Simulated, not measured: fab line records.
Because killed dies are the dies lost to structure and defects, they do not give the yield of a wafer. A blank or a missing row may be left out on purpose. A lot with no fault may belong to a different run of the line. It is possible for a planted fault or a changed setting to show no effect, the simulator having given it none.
The same fault as seen by 3 desks -- flow nand harc -- what lay behind the numbers comes last; until then each desk has only its own

== AT THE TOOL OWNER'S DESK: pvd sputter-02 ==
The tool's own readings at NHARC_A_BONDPAD_PVD_27 (deposits Cu, target thk 30 nm, time 20.49 s): means of the sampled wafers that have a number, for each lot that ran on this tool. Marked OUT: a lot whose mean sits more than 4 standard deviations from the usual mean, which makes it out of limits; the brackets give that distance.
Columns: A = throttle valve pct at NHARC_A_BONDPAD_PVD_27, usual 30.0 %
lot,first seen here,A
L431,day 23 13:35,30.8
L434,day 24 21:10,29.7
L436,day 25 16:14,29.8
L438,day 26 14:26,30.4
L437,day 26 17:42,30.9
L443,day 28 03:38,28.9
L444,day 28 14:17,29.5
L447,day 29 09:52,29.1
Finding of this desk: none of the 8 lots has anything out of limits.

== THE DEFECT DESK ==
Lot by lot, what the route's inspections counted, given as the mean of those sampled wafers with a number. Marked OUT: a lot whose mean sits more than 4 standard deviations from the usual mean, which makes it out of limits; the brackets give that distance.
Columns: A = raw defect count at NHARC_THIN_TSV_INSPECT_40, usual 527
lot,first seen here,A
L431,day 24 14:49,572
L432,day 24 14:49,517
L435,day 25 12:09,671
L434,day 25 22:42,595
L436,day 26 19:10,498
L437,day 27 16:43,494
L438,day 27 16:43,478
L439,day 28 03:49,447
L441,day 28 18:53,522
L443,day 29 02:48,519
L444,day 29 17:31,500
L446,day 30 07:25,496
L447,day 30 12:02,566
Finding of this desk: none of the 13 lots has anything out of limits.

== FROM THE METROLOGY DESK ==
What the gauges read, lot by lot, whatever tool the lot ran on: means of the sampled wafers that have a number. Marked OUT: a lot whose mean sits more than 4 standard deviations from the usual mean, which makes it out of limits; the brackets give that distance.
Columns: A = cd nm at NHARC_THIN_TSV_CD_MEAS_37, usual 4999.4 nm
lot,first seen here,A
L431,day 24 09:25,5001.7
L432,day 24 10:52,4998.2
L435,day 25 04:16,5004.3
L434,day 25 18:01,4998.3
L436,day 26 14:01,4998.1
L438,day 27 12:06,4998.1
L437,day 27 13:28,4999.2
L439,day 27 22:45,5001.3
L441,day 28 14:23,5003.8
L443,day 28 23:31,5002.6
L444,day 29 12:55,4998.8
L446,day 30 00:29,4996.1
L447,day 30 07:20,5001.2
Finding of this desk: none of the 13 lots has anything out of limits.

== BROUGHT TOGETHER ==
Nothing out of limits was seen by the tool owner's desk.
No out-of-limits result turned up at the defect desk.
From the metrology desk's view, nothing was out of limits.

== WHAT THE SIMULATOR HAD PUT IN ==
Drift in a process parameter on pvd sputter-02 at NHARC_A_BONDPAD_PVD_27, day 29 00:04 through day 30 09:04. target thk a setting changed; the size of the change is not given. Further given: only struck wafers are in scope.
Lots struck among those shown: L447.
